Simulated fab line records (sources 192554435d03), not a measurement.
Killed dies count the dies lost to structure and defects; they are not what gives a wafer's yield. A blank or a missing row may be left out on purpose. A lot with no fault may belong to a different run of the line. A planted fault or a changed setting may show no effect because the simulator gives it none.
fab line records | flow n5_finfet
record: lots: 5 wafers: 15 last_day: 17
route steps=1938 shown BEOL_M2@909 BEOL_M4@1111
lots that met no fault: taken from a fault-free run of the same line
start_h: the number of hours between the record's first day and the start of the first shown wafer of the lot | wait_h: hours from the lot's prior step to this one | " the same as in the row above | L1.1+2: one row covering several wafers at once | - either no value or no given start | * or withheld: withheld | < > ~ a bound
route shown NAME@n: names a module that has steps shown in the file, with the first one's number in the route | usual: mean/standard deviation taken from wafers without a fault | same: alike in all rows | chamber/n: place in a boat | sites: the reading at each site | _std_site: the standard deviation of these | _edge_site: the outer-site mean with the inner-site mean subtracted | radius_mm: how far each site lies from the wafer's centre | mask NAME#n: copy n | behind: tool/chamber where the wafer was last shaped | hold: why the lot went on hold/how many hours it stayed there/how the hold came to an end | device: which transistor (n, p or np) failed to switch | end of line: the same wafers' tests at the end of the route | a step given without rows: its recipe and nothing more | killed: at the first sort, the dies lost to defects and structure; wafer yield is something else | map: dies across one wafer; x = killed, . = not, _ = none there
set.NAME: setting as actually run; set.NAME@STEP: the setting as run at that earlier step | model.NAME: the simulator's own value behind a step, which no gauge read
a table for each step, a row for each wafer; lots at some steps of the route
services: the hour from which a tool's chamber was out of use, counted from the record's first day as start_h (under 0 if before that day), plus the number of hours and why
== steps ==
step: N5_BEOL_M2_ANNEAL_82
recipe: temp_c: 400 time_s: 240 ambient: vacuum
usual: heater_power_w: 818/60
columns lot.wafer tool chamber start_h wait_h heater_power_w
L247.3 pvd_sputter-02 - 146.43 0.0 764
L247.4 " - " " 756
L247.6 " - " " 747
L250.1 pvd_sputter-01 - 156.67 0.0 826
L250.4 " - " " 812
L250.6 " - " " 889
L260.2 pvd_sputter-02 - 219.06 0.0 764
L260.3 " - " " 780
L260.4 " - " " 880
L263.1 pvd_sputter-03 - 233.36 0.0 942
L263.2 " - " " 918
L263.4 " - " " 757
L270.4 pvd_sputter-03 - 281.67 0.0 936
L270.5 " - " " 761
L270.6 " - " " 854
step: N5_BEOL_M2_SPUTTER_86
recipe: material: Cu target_thk_a: 45 temp_c: -20 chamber_pressure_pa: 0.07 power_w: withheld time_s: 8.29
step: N5_BEOL_M2_ANNEAL_87
recipe: temp_c: 400 time_s: 240 ambient: vacuum
usual: heater_power_w: 821/60
columns lot.wafer tool chamber start_h wait_h heater_power_w
L247.3 pvd_sputter-02 - 146.65 0.0 755
L247.4 " - " " 774
L247.6 " - " " 771
L250.1 pvd_sputter-01 - 156.89 0.0 817
L250.4 " - " " 820
L250.6 " - " " 895
L260.2 pvd_sputter-02 - 219.28 0.0 741
L260.3 " - " " 759
L260.4 " - " " 869
L263.1 pvd_sputter-03 - 233.58 0.0 936
L263.2 " - " " 928
L263.4 " - " " 767
L270.4 pvd_sputter-03 - 281.89 0.0 918
L270.5 " - " " 776
L270.6 " - " " 861
step: N5_BEOL_M2_SPUTTER_88
recipe: material: Cu target_thk_a: 45 temp_c: -20 chamber_pressure_pa: 0.07 power_w: withheld time_s: 8.29
step: N5_BEOL_M2_ANNEAL_89
recipe: temp_c: 400 time_s: 240 ambient: vacuum
step: N5_BEOL_M2_SPUTTER_90
recipe: material: Cu target_thk_a: 45 temp_c: -20 chamber_pressure_pa: 0.07 power_w: withheld time_s: 8.29
step: N5_BEOL_M2_ANNEAL_91
recipe: temp_c: 400 time_s: 240 ambient: vacuum
usual: heater_power_w: 821/58
columns lot.wafer tool chamber start_h wait_h heater_power_w
L247.3 pvd_sputter-02 - 147.09 0.0 786
L247.4 " - " " 780
L247.6 " - " " 763
L250.1 pvd_sputter-01 - 157.33 0.0 834
L250.4 " - " " 806
L250.6 " - " " 895
L260.2 pvd_sputter-02 - 219.72 0.0 767
L260.3 " - " " 745
L260.4 " - " " 858
L263.1 pvd_sputter-03 - 234.02 0.0 969
L263.2 " - " " 911
L263.4 " - " " 762
L270.4 pvd_sputter-03 - 282.33 0.0 914
L270.5 " - " " 776
L270.6 " - " " 845
step: N5_BEOL_M2_SPUTTER_92
recipe: material: Cu target_thk_a: 45 temp_c: -20 chamber_pressure_pa: 0.07 power_w: withheld time_s: 8.29
usual: throttle_valve_pct: 29.9/0.96
columns lot.wafer tool chamber start_h wait_h throttle_valve_pct
L247.3 pvd_sputter-02 - 147.23 0.1 28.9
L247.4 " - " " 28.0
L247.6 " - " " 28.7
L250.1 pvd_sputter-01 - 157.47 0.1 30.6
L250.4 " - " " 30.3
L250.6 " - " " 30.3
L260.2 pvd_sputter-02 - 219.86 0.1 28.9
L260.3 " - " " 30.4
L260.4 " - " " 29.0
L263.1 pvd_sputter-03 - 234.16 0.1 29.8
L263.2 " - " " 30.0
L263.4 " - " " 32.1
L270.4 pvd_sputter-03 - 282.47 0.1 30.0
L270.5 " - " " 31.9
L270.6 " - " " 30.7
step: N5_BEOL_M2_ANNEAL_93
recipe: temp_c: 400 time_s: 240 ambient: vacuum
step: N5_BEOL_M2_SPUTTER_94
recipe: material: Cu target_thk_a: 45 temp_c: -20 chamber_pressure_pa: 0.07 power_w: withheld time_s: 8.29
step: N5_BEOL_M2_ANNEAL_95
recipe: temp_c: 400 time_s: 240 ambient: vacuum
usual: heater_power_w: 822/62
columns lot.wafer tool chamber start_h wait_h heater_power_w
L247.3 pvd_sputter-02 - 147.53 0.0 752
L247.4 " - " " 771
L247.6 " - " " 769
L250.1 pvd_sputter-01 - 157.77 0.0 815
L250.4 " - " " 817
L250.6 " - " " 868
L260.2 pvd_sputter-02 - 220.16 0.0 745
L260.3 " - " " 751
L260.4 " - " " 913
L263.1 pvd_sputter-03 - 234.46 0.0 950
L263.2 " - " " 918
L263.4 " - " " 761
L270.4 pvd_sputter-03 - 282.77 0.0 909
L270.5 " - " " 774
L270.6 " - " " 882
step: N5_BEOL_M2_SPUTTER_96
recipe: material: Cu target_thk_a: 45 temp_c: -20 chamber_pressure_pa: 0.07 power_w: withheld time_s: 8.29
step: N5_BEOL_M2_ECD_50
recipe: material: Cu target_thk_a: 3000
columns lot.wafer tool chamber start_h wait_h model.Cu_of_BEOL_M2_ECD_50.thk_nm
L247.3 ecd_cu-01 0 147.80 0.1 305.2
L247.4 " 1 " " 300.4
L247.6 " 1 " " 304
L250.1 ecd_cu-02 0 158.02 0.1 297.8
L250.4 " 0 " " 299.6
L250.6 " 0 " " 299
L260.2 ecd_cu-01 0 220.42 0.1 301.8
L260.3 " 0 " " 299.4
L260.4 " 1 " " 221.6
L263.1 ecd_cu-02 0 234.72 0.1 296
L263.2 " 1 " " 298.2
L263.4 " 1 " " 297.2
L270.4 ecd_cu-02 0 283.05 0.1 300.4
L270.5 " 1 " " 304.8
L270.6 " 0 " " 305.2
step: N5_BEOL_M2_ANNEAL_51
recipe: temp_c: 225 time_s: 90 ambient: N2
step: N5_BEOL_M2_CMP_52
recipe: stop_on: SiOC t_overpolish_s: 6.8 down_force_psi: 1 platen_rpm: 50 clearing_platen_down_force_psi: 1.5 clearing_platen_rpm: 50 post_cmp_clean: cu_alkaline target_thk_nm: 40 clearing_platen_pad_velocity_m_s: 0.99484 pad_velocity_m_s: 0.99484
usual: edge_zone_pressure_frac: 1.000/0.0053 motor_current_A: 6.0/0.49 platen_rpm: 50.00/0.035 time_to_endpoint_s: 64/3
columns lot.wafer tool chamber start_h wait_h edge_zone_pressure_frac motor_current_A platen_rpm time_to_endpoint_s
L247.4 cmp-03 3 148.20 0.2 1.000 5.9 50.00 62
L247.3 " 1 " " 0.994 6.3 49.95 66
L247.6 " 2 " " 0.996 5.8 49.96 69
L250.1 cmp-03 3 158.45 0.3 1.009 6.0 50.00 64
L250.4 " 1 " " 1.003 6.1 50.06 68
L250.6 " 3 " " 1.000 6.2 49.98 64
L260.2 cmp-01 0 221.16 0.3 1.003 6.2 49.99 65
L260.3 " 1 " " 0.999 5.2 49.92 68
L260.4 " 2 " " 0.997 5.6 50.00 45
L263.4 cmp-03 1 235.52 0.1 0.995 5.9 50.02 60
L263.2 " 3 " " 0.996 6.0 50.01 62
L263.1 " 0 " " 0.997 7.0 50.04 58
L270.4 cmp-01 2 283.48 0.2 0.994 5.7 50.06 66
L270.5 " 0 " " 1.001 6.1 50.02 65
L270.6 " 1 " " 0.995 5.1 49.96 68
step: N5_BEOL_M2_THK_MEAS_53
recipe: thk_meas_gauge: xrf reads: Cu_of_BEOL_M2_ECD_50
usual: M2_THK: 40.6/1.9
columns lot.wafer tool chamber start_h wait_h M2_THK[nm]
L247.3 film_metro-01 - 148.45 - 40.0
L247.4 " - " " 43.3
L247.6 " - " " 42.4
L250.1 film_metro-01 - 158.71 - 40.0
L250.4 " - " " 39.0
L250.6 " - " " 39.9
L260.2 film_metro-01 - 221.42 - 41.4
L260.3 " - " " 38.0
L260.4 " - " " 37.6
L263.1 film_metro-01 - 235.81 - 39.6
L263.2 " - " " 38.3
L263.4 " - " " 39.7
L270.4 film_metro-01 - 283.70 - 40.5
L270.5 " - " " 41.2
L270.6 " - " " 40.7
step: N5_BEOL_M4_RC_MEAS_101
usual: DIBL_N: 36.6/1.7 DIBL_P: 36.7/2 IOFF_N: 0.16/0.033 IOFF_P: 0.22/0.04 ION_N: 673/12 ION_P: 463/7.9 SS_N: 71.7/0.58 SS_P: 73.3/0.64 VT_N: 249/3.3 VT_P: -249/3.1
columns lot.wafer tool chamber start_h wait_h DIBL_N[mV/V] DIBL_P[mV/V] IOFF_N[nA/um] IOFF_P[nA/um] ION_N[uA/um] ION_P[uA/um] SS_N[mV/dec] SS_P[mV/dec] VT_N[mV] VT_P[mV]
L247.3 prober-01 0 168.54 0.3 38.7 38.3 0.19 0.26 674 462 72.5 73.4 250 -247
L247.4 " 0 " " 36.7 36.8 0.16 0.23 681 467 71.0 73.3 250 -247
L247.6 " 0 " " 37.2 37.7 0.17 0.24 672 466 71.3 73.4 247 -247
L250.1 prober-02 0 176.65 0.0 37.7 37.0 0.16 0.25 681 465 71.3 73.7 250 -246
L250.4 " 0 " " 38.9 38.4 0.19 0.26 690 477 72.3 73.8 251 -248
L250.6 " 0 " " 38.3 37.5 0.17 0.26 682 470 72.2 73.4 252 -246
L260.2 prober-02 0 242.19 0.2 35.3 34.8 0.14 0.20 680 466 70.8 72.6 249 -251
L260.3 " 0 " " 36.9 37.2 0.17 0.23 690 476 71.5 73.8 246 -248
L260.4 " 0 " " 34.3 33.5 0.12 0.18 667 468 70.9 71.8 254 -251
L263.1 prober-01 0 278.75 0.0 35.0 36.1 0.15 0.20 687 473 71.0 72.6 246 -251
L263.2 " 0 " " 38.2 38.7 0.19 0.24 675 466 72.4 72.7 247 -248
L263.4 " 0 " " 36.9 37.6 0.18 0.22 683 465 71.4 73.4 250 -250
L270.4 prober-01 0 308.57 0.5 34.3 33.2 0.13 0.20 661 471 70.8 72.2 248 -245
L270.5 " 0 " " 34.4 34.2 0.13 0.22 670 465 70.8 72.7 252 -247
L270.6 " 0 " " 37.5 37.0 0.17 0.26 668 467 72.1 73.1 251 -244
== services ==
columns tool chamber start_h hours kind
pvd_sputter-02 - 126.57 5.3 repair
cmp-03 - 127.94 1.8 repair
ecd_cu-01 - 137.07 6.6 pm
ecd_cu-01 - 200.54 0.9 repair
cmp-01 - 225.54 12.0 repair
ecd_cu-02 - 226.53 2.3 repair
pvd_sputter-03 - 235.09 39.9 repair
cmp-03 - 255.72 0.7 repair
== key ==
first_sign: step: N5_BEOL_M2_CMP_52 reading: time_to_endpoint_s direction: down sigmas: 6.5 usual: * struck: *
effect none on later readings
model_effect: step: N5_BEOL_M2_ECD_50 value: Cu_of_BEOL_M2_ECD_50.thk_nm without: 302.4 struck: 221.6
met_at N5_BEOL_M2_ECD_50
struck_wafers L260.4
onset_between 147.80 220.42
fault: kind: process_parameter_drift tool: ecd_cu-01 chamber: - onset_h: 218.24 steps: N5_BEOL_M2_ECD_50 channel: target_thk_a offset: * shape: step end_h: 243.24 scope: struck_wafers_only acts_in: * stated: *
